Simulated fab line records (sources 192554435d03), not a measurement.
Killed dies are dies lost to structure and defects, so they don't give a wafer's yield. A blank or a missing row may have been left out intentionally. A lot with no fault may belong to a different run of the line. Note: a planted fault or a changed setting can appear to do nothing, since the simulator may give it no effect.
Matching of chambers	flow n5-finfet	pecvd-02 running N5_BEOL_M8_ILD_DEP_00: 3 sister chambers
The step deposits SiCOH lowk from DEMS/porogen, target thk 179.75 nm, time 33.4 s. 3 wafers are shown with their chamber, then 9 later ones without.

## WAFERS PAIRED WITH THEIR CHAMBERS
wafer	chamber	heater-power-w (W)
L081.5	0	353
L084.2	1	373
L084.6	2	229

## WAFERS WITHOUT THEIR CHAMBER
wafer	heater-power-w (W)
L089.2	317
L089.3	204
L089.4	210
L093.1	247
L093.2	342
L093.4	348
L095.2	214
L095.3	364
L095.4	360

## THE CHAMBER EACH PASSED THROUGH
wafer	from the rows above	in truth
L089.2	can't be placed: 0 or 1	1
L089.3	2	2
L089.4	2	2
L093.1	2	2
L093.2	can't be placed: 0 or 1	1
L093.4	can't be placed: 0 or 1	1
L095.2	2	2
L095.3	can't be placed: 1 or 0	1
L095.4	can't be placed: 0 or 1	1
Placed correctly: 4 of 9. Cannot be placed on the basis of these rows: 5; the candidates contain the true chamber in 5. 0 placed wrongly.
How it was worked out, from the rows above alone: a wafer's distance from a chamber is the root of the sum, over the readings, of the square of ((its reading less the chamber's mean) divided by the reading's scatter). If the next closest chamber is less than 2 further off than the closest, the wafer can't be placed; otherwise it belongs to the closest. For every chamber, the mean is computed from those of its wafers that are shown. The scatter: root of mean squared gap, hidden wafer to nearest shown wafer, with one shown wafer a chamber.
